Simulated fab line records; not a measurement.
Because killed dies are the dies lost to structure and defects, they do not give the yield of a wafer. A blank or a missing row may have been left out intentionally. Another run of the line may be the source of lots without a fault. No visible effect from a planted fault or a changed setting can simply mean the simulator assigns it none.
Matching of chambers | flow nandHarc | 4 sister chambers for NHARC_P_M0_DESCUM_14 on rieDiel-03
The step chemistry O2, time 3 s. 19 wafers are shown with their chamber, then 9 later ones without.

== WAFERS PAIRED WITH THEIR CHAMBERS ==
wafer  | chamber | drypumpMotorCurrentA (A) | showerheadPlenumPTorr (Torr) | rfVppV (V)
L113.1 | 0       | 5.1                      | 1.78                         | 58.1
L113.2 | 3       | 6.2                      | 1.92                         | 57.7
L113.4 | 1       | 6.7                      | 1.82                         | 58.7
L115.1 | 0       | 5.1                      | 1.78                         | 57.7
L115.5 | 3       | 6.2                      | 1.92                         | 56.8
L115.6 | 0       | 5.1                      | 1.78                         | 57.1
L116.3 | 0       | 5.1                      | 1.77                         | 56.1
L116.5 | 2       | 6.0                      | 1.78                         | 56.7
L116.6 | 1       | 6.7                      | 1.82                         | 58.5
L117.1 | 1       | 6.7                      | 1.81                         | 56.1
L117.2 | 3       | 6.2                      | 1.92                         | 57.9
L117.6 | 1       | 6.7                      | 1.81                         | 58.4
L121.1 | 3       | 6.2                      | 1.92                         | 57.1
L121.5 | 3       | 6.2                      | 1.92                         | 58.1
L121.6 | 0       | 5.1                      | 1.77                         | 56.9
L123.2 | 0       | 5.1                      | 1.77                         | 56.7
L123.4 | 1       | 6.6                      | 1.81                         | 57.5
L123.6 | 0       | 5.1                      | 1.77                         | 54.8
L126.6 | 3       | 6.2                      | 1.91                         | 57.6

SIGNATURES (means of the wafers above)
reading               | chamber 0 | chamber 1 | chamber 2 | chamber 3 | scatter within a chamber
drypumpMotorCurrentA  | 5.100     | 6.680     | 6.000     | 6.200     | 0.0231
showerheadPlenumPTorr | 1.7743    | 1.8140    | 1.7800    | 1.9183    | 0.005
rfVppV                | 56.771    | 57.840    | 56.700    | 57.533    | 0.929
Rule: for a wafer and a chamber, the distance is found by dividing, reading by reading, the gap between the wafer's reading and the chamber's mean by the reading's scatter, squaring, summing and taking the root. If the next closest chamber is less than 2 further off than the closest, the wafer can't be placed; otherwise it belongs to the closest. How the scatter is found: for the shown wafers, subtract from each reading the mean of its chamber, square and add these, divide the total by (wafers less chambers), then take the root.

== WAFERS WITHOUT THEIR CHAMBER ==
wafer  | drypumpMotorCurrentA (A) | showerheadPlenumPTorr (Torr) | rfVppV (V)
L132.2 | 6.2                      | 1.91                         | 56.9
L132.3 | 6.0                      | 1.78                         | 57.3
L132.4 | 6.7                      | 1.81                         | 57.6
L133.1 | 5.1                      | 1.77                         | 57.9
L133.2 | 6.2                      | 1.91                         | 57.9
L133.3 | 6.7                      | 1.81                         | 57.3
L135.2 | 6.2                      | 1.91                         | 56.6
L135.4 | 6.2                      | 1.91                         | 58.9
L135.6 | 6.0                      | 1.77                         | 58.7

== WHICH CHAMBER EACH WENT THROUGH ==
wafer  | from the rows above | in truth
L132.2 | 3                   | 3
L132.3 | 2                   | 2
L132.4 | 1                   | 1
L133.1 | 0                   | 0
L133.2 | 3                   | 3
L133.3 | 1                   | 1
L135.2 | 3                   | 3
L135.4 | 3                   | 3
L135.6 | 2                   | 2
Placed correctly: 9 of 9. From these rows, 0 cannot be placed. Placed wrongly: 0.
